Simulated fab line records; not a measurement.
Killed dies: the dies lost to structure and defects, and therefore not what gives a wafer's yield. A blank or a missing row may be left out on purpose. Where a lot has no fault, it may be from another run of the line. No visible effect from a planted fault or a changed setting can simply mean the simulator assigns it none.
fab line records ; flow n5Finfet
record: lots: 4; wafers: 12; lastDay: 16
route steps=1938 shown BEOL_M7@1323 BEOL_M8@1332
lots untouched by any fault: they come from a run of this same line in which no faults occurred
startH: hours from the record's opening day to when the first of the lot's shown wafers began ; waitH: hours from the lot's prior step to this one ; " unchanged from the row above ; L1.1+2: one row covering several wafers at once ; - no value, or no start was given ; * or withheld: withheld ; < > ~ a bound
route shown NAME@n: a module of which the file shows steps, and the number in the route of the first ; usual: mean/standard deviation taken from wafers without a fault ; same: alike in all rows ; chamber/n: place in a boat ; sites: readings site by site ; _std_site: their standard deviation ; _edge_site: inner sites' mean taken away from outer sites' mean ; radiusMm: for every site, how far away it sits from the centre of the wafer ; mask NAME#n: copy n ; behind: tool/chamber where the wafer was last shaped ; hold: why the lot went on hold/how many hours it stayed there/how the hold came to an end ; device: the transistor (n, p or np) that didn't switch ; end of line: at the end of the route, the tests of the same wafers ; where a step has no rows: the recipe by itself ; killed: the dies lost at the first sort to structure and to defects; this is not the yield of the wafer ; map: dies across one wafer; x = killed, . = not, _ = none there
set.NAME: the setting as run; set.NAME@STEP: as run at that earlier step ; model.NAME: the simulator's own value behind a step, which no gauge read
lots at some steps of the route; a table a step, a row a wafer
services: when a tool's chamber went out of use (startH, in hours from the record's first day, below 0 if earlier), for how many hours, and the reason
== steps ==
step: N5_BEOL_M7_SPUTTER_48
recipe: material: Cu; targetThkA: 100; tempC: -20; biasV: 60; powerW: 26000; chamberPressurePa: 0.13; timeS: 1.667
step: N5_BEOL_M7_ECD_50
recipe: material: Cu; targetThkA: 3000
step: N5_BEOL_M7_ANNEAL_51
recipe: tempC: 225; timeS: 90; ambient: N2
step: N5_BEOL_M7_CMP_52
recipe: stopOn: SiCOH_lowk; tOverpolishS: 6.9; downForcePsi: 1; platenRpm: 50; clearingPlatenDownForcePsi: 1.5; clearingPlatenRpm: 50; postCmpClean: cuAlkaline; targetThkNm: 80; clearingPlatenPadVelocityMS: 0.99484; padVelocityMS: 0.99484
step: N5_BEOL_M7_PRE_CLEAN_55
recipe: gas: NH3; timeS: 15; tempC: withheld; rfPowerW: 300
step: N5_BEOL_M7_DEP_56
recipe: material: SiCN; targetThkA: 100; tempC: withheld; precursor: 3MS/NH3; pressureTorr: 3; rfW: 202; timeS: 17.5
step: N5_BEOL_M8_ILD_DEP_00
recipe: material: SiCOH_lowk; targetThkA: 1797.5; tempC: 300; precursor: DEMS/porogen; pressureTorr: 5; rfW: 500; timeS: 33.4
step: N5_BEOL_M8_CURE_74
recipe: tempC: 385; timeS: 240; ambient: He/Ar; material: SiCOH_lowk
step: N5_BEOL_M8_PECVD_70
recipe: material: SiO2; targetThkA: 200; tempC: 400; precursor: TEOS/O2; pressureTorr: 5.5; rfW: 450; teosFlowSccm: 53.8; gas: O2; flowSccm: 3000; timeS: 22.7
usual: heaterPowerW: 804/110; showerheadPlenumPTorr: 8.78/0.097; showerheadVppV: 1336/74; throttleValvePct: 22.0/1.1
lot.wafer;tool;chamber;startH;waitH;heaterPowerW;showerheadPlenumPTorr;showerheadVppV;throttleValvePct;model.SiO2_of_BEOL_M8_PECVD_70.thkNm
L534.1;pecvd-03;0;279.03;0.0;689;8.84;1489;20.9;20
L534.3;pecvd-03;2;279.03;0.0;568;8.84;1315;21.0;19.8
L534.5;pecvd-03;2;279.03;0.0;566;8.83;1316;21.0;20.4
L533.2;pecvd-03;1;288.57;0.0;935;8.88;1384;22.9;20.2
L533.3;pecvd-03;2;288.57;0.0;611;8.82;1344;20.9;19.8
L533.6;pecvd-03;2;288.57;0.0;619;8.83;1335;21.0;20.4
L535.1;pecvd-03;2;295.65;0.0;639;8.80;1347;21.3;6.4
L535.3;pecvd-03;1;295.65;0.0;769;8.89;1368;22.8;6.6
L535.5;pecvd-03;2;295.65;0.0;627;8.79;1331;21.1;20.6
L540.3;pecvd-03;1;322.61;0.0;915;8.89;1353;23.1;6.6
L540.5;pecvd-03;1;322.61;0.0;945;8.90;1348;22.5;20.4
L540.6;pecvd-03;0;322.61;0.0;807;8.83;1474;21.0;6.8
step: N5_BEOL_M8_HM_DEP_02
recipe: material: TiN; targetThkA: 200; tempC: 25; chamberPressurePa: 0.49996
step: N5_BEOL_M8_COAT_59
recipe: resist: SOC; tempC: 250; timeS: 60; spinRpm: 1500; resistThkNm: 100
step: N5_BEOL_M8_COAT_60
recipe: resist: SiARC; tempC: 220; timeS: 60; spinRpm: 1500; resistThkNm: 35
step: N5_BEOL_M8_COAT_05
recipe: resist: CAR-ArF; spinRpm: 1500; resistThkNm: 90
step: N5_BEOL_M8_EBR_07
recipe: solvent: PGMEA; ebrWidthMm: 1.5
step: N5_BEOL_M8_SOFTBAKE_06
recipe: tempC: 110; timeS: 60; resist: CAR-ArF
step: N5_BEOL_M8_EXPOSE_08
recipe: maskId: M8; na: 1.35; sourceShape: dipole; sigmaInner: 0.817; sigmaOuter: 0.97; polarization: te; doseMj: 68.25
step: N5_BEOL_M8_PEB_09
recipe: pebTempC: withheld; pebTimeS: 60; resist: CAR-ArF
step: N5_BEOL_M8_DEVELOP_10
recipe: developTimeS: 30; developer: TMAH; resist: CAR-ArF; rinseLiquid: diw; dry: airSpin; devTempC: 23
step: N5_BEOL_M8_DESCUM_16
recipe: chemistry: O2; timeS: 7.9; sourcePowerW: 50; biasPowerW: 20; pressureMtorr: 20; rfFrequencyHz: 2.712e+07; tempC: 40; resist: CAR-ArF; o2FlowSccm: 225
step: N5_BEOL_M8_ETCH_61
recipe: chemistry: CF4; target: SiARC; targetDepthA: 455; maskMaterial: CAR-ArF; timeS: 75.8; ionEnergyEv: 80; pressureMtorr: 40; sourceW: 545; biasW: 36; Ar_flow_sccm: 100; cf4FlowSccm: 100; ends: cleared
step: N5_BEOL_M8_ETCH_62
recipe: chemistry: N2/H2; target: SOC; targetDepthA: 1100; overetchA: 220; maskMaterial: SiARC; tempC: 40; timeS: 165; ionEnergyEv: 200; pressureMtorr: 30; sourceW: 840; biasW: 150; n2FlowSccm: 200; h2FlowSccm: 200
step: N5_BEOL_M8_STRIP_68
recipe: chemistry: N2/H2; tempC: 40; n2FlowSccm: 200; h2FlowSccm: 200; rfFrequencyHz: 6e+07
step: N5_BEOL_M8_STRIP_67
recipe: chemistry: CF4; resist: SiARC; powerW: 300; biasPowerW: 75; pressureMtorr: 50; cf4FlowSccm: 150; rfFrequencyHz: 6e+07
step: N5_BEOL_M8_HM_OPEN_17
recipe: chemistry: Cl2/BCl3; targetDepthA: 200; overetchA: 60; target: TiN; maskMaterial: SOC; ionEnergyEv: 150; pressureMtorr: 10; icpW: 1000; biasW: 126; Cl2_flow_sccm: 53.25; bcl3FlowSccm: 21.75; Ar_flow_sccm: 25
step: N5_BEOL_M8_STRIP_19
recipe: chemistry: O2; powerW: 400; tempC: 40; pressureMtorr: 30; rfFrequencyHz: 6e+07; biasPowerW: 0; overashFraction: 0.2; o2FlowSccm: 225
step: N5_BEOL_M8_COAT_63
recipe: resist: SOC; tempC: 250; timeS: 60; spinRpm: 1500; resistThkNm: 60
step: N5_BEOL_M8_COAT_64
recipe: resist: SiARC; tempC: 220; timeS: 60; spinRpm: 1500; resistThkNm: 12
step: N5_BEOL_M8_COAT_71
recipe: resist: underlayer; tempC: 205; timeS: 60; spinRpm: 1500; resistThkNm: 5
step: N5_BEOL_M8_COAT_22
recipe: resist: CAR-EUV; spinRpm: 1500; resistThkNm: 30
step: N5_BEOL_M8_EBR_24
recipe: solvent: PGMEA; ebrWidthMm: 1.5
step: N5_BEOL_M8_SOFTBAKE_23
recipe: tempC: 110; timeS: 60; resist: CAR-EUV
step: N5_BEOL_M8_EXPOSE_25
recipe: maskId: V7; na: 0.33; sourceShape: annular; sigmaInner: 0.4; sigmaOuter: 0.8; polarization: unpolarized; targetCdNm: 40; doseMj: 42.5
step: N5_BEOL_M8_PEB_26
recipe: pebTempC: 100; pebTimeS: 60; resist: CAR-EUV
step: N5_BEOL_M8_DEVELOP_27
recipe: developTimeS: 30; developer: TMAH; resist: CAR-EUV; rinseLiquid: surfactantRinse; dry: airSpin; devTempC: 23
step: N5_BEOL_M8_HM_STRIP_39
recipe: chemistry: peroxideTinStrip; material: TiN; targetDepthA: 250; tempC: 50; timeS: 158
usual: bathGuardTempC: 50.1/0.48
lot.wafer;tool;chamber;startH;waitH;bathGuardTempC;model.SiO2_of_BEOL_M8_PECVD_70.thkNm
L534.1;wetBench-06;6;285.20;0.0;49.7;20
L534.3;wetBench-06;3;285.20;0.0;50.4;19.6
L534.5;wetBench-06;7;285.20;0.0;49.7;20.2
L533.2;wetBench-04;1;292.70;0.0;50.5;20.2
L533.3;wetBench-04;3;292.70;0.0;49.5;19.6
L533.6;wetBench-04;4;292.70;0.0;50.3;20.4
L535.1;wetBench-06;5;298.89;0.0;49.8;6.2
L535.3;wetBench-06;4;298.89;0.0;50.8;6.4
L535.5;wetBench-06;1;298.89;0.0;49.8;20.4
L540.3;wetBench-03;0;326.14;0.0;50.9;6.6
L540.5;wetBench-03;3;326.14;0.0;49.2;20.2
L540.6;wetBench-03;2;326.14;0.0;50.0;6.6
step: N5_BEOL_M8_CMP_52
recipe: stopOn: SiCOH_lowk; tOverpolishS: 6.9; downForcePsi: 1; platenRpm: 50; clearingPlatenDownForcePsi: 1.5; clearingPlatenRpm: 50; postCmpClean: cuAlkaline; targetThkNm: 80; clearingPlatenPadVelocityMS: 0.99484; padVelocityMS: 0.99484
usual: barrierFieldEndpointS: 29.2/1.1; motorCurrentA: 6.4/0.61
lot.wafer;tool;chamber;startH;waitH;barrierFieldEndpointS;motorCurrentA
L534.1;cmp-04;1;287.23;0.3;28.3;6.2
L534.3;cmp-04;0;287.23;0.3;27.3;5.4
L534.5;cmp-04;2;287.23;0.3;28.8;7.7
L533.3;cmp-01;2;294.83;0.2;28.0;6.2
L533.2;cmp-01;0;294.83;0.2;28.3;5.3
L533.6;cmp-01;2;294.83;0.2;29.3;6.2
L535.1;cmp-02;0;301.48;0.3;12.8;7.0
L535.3;cmp-02;2;301.48;0.3;13.7;6.9
L535.5;cmp-02;3;301.48;0.3;30.5;6.2
L540.3;cmp-02;2;328.23;0.2;13.4;6.8
L540.6;cmp-02;2;328.23;0.2;14.0;6.9
L540.5;cmp-02;3;328.23;0.2;30.8;6.1
== services ==
tool;chamber;startH;hours;kind
cmp-02;-;267.38;1.9;repair
cmp-02;-;287.51;1.1;repair
cmp-02;-;289.55;2.3;repair
cmp-04;-;310.99;4.0;pm
cmp-04;-;314.99;-;consumableReplace:conditioner
cmp-04;-;314.99;-;consumableReplace:pad
== key ==
firstSign: step: N5_BEOL_M8_CMP_52; reading: barrierFieldEndpointS; direction: down; sigmas: 14; usual: 29.2; struck: 13.5
effect none on later readings
modelEffect: step: N5_BEOL_M8_PECVD_70; value: SiO2_of_BEOL_M8_PECVD_70.thkNm; without: 20.3; struck: 6.6
modelEffect: step: N5_BEOL_M8_HM_STRIP_39; value: SiO2_of_BEOL_M8_PECVD_70.thkNm; without: 20.1; struck: 6.45
metAt N5_BEOL_M8_PECVD_70
struckWafers L535.1,L535.3,L540.3,L540.6
onsetBetween 288.57 295.65
fault: kind: processParameterDrift; tool: pecvd-03; chamber: -; onsetH: 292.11; steps: N5_BEOL_M8_PECVD_70; channel: timeS; offset: *; shape: step; endH: 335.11; scope: struckWafersOnly; actsIn: *; stated: *
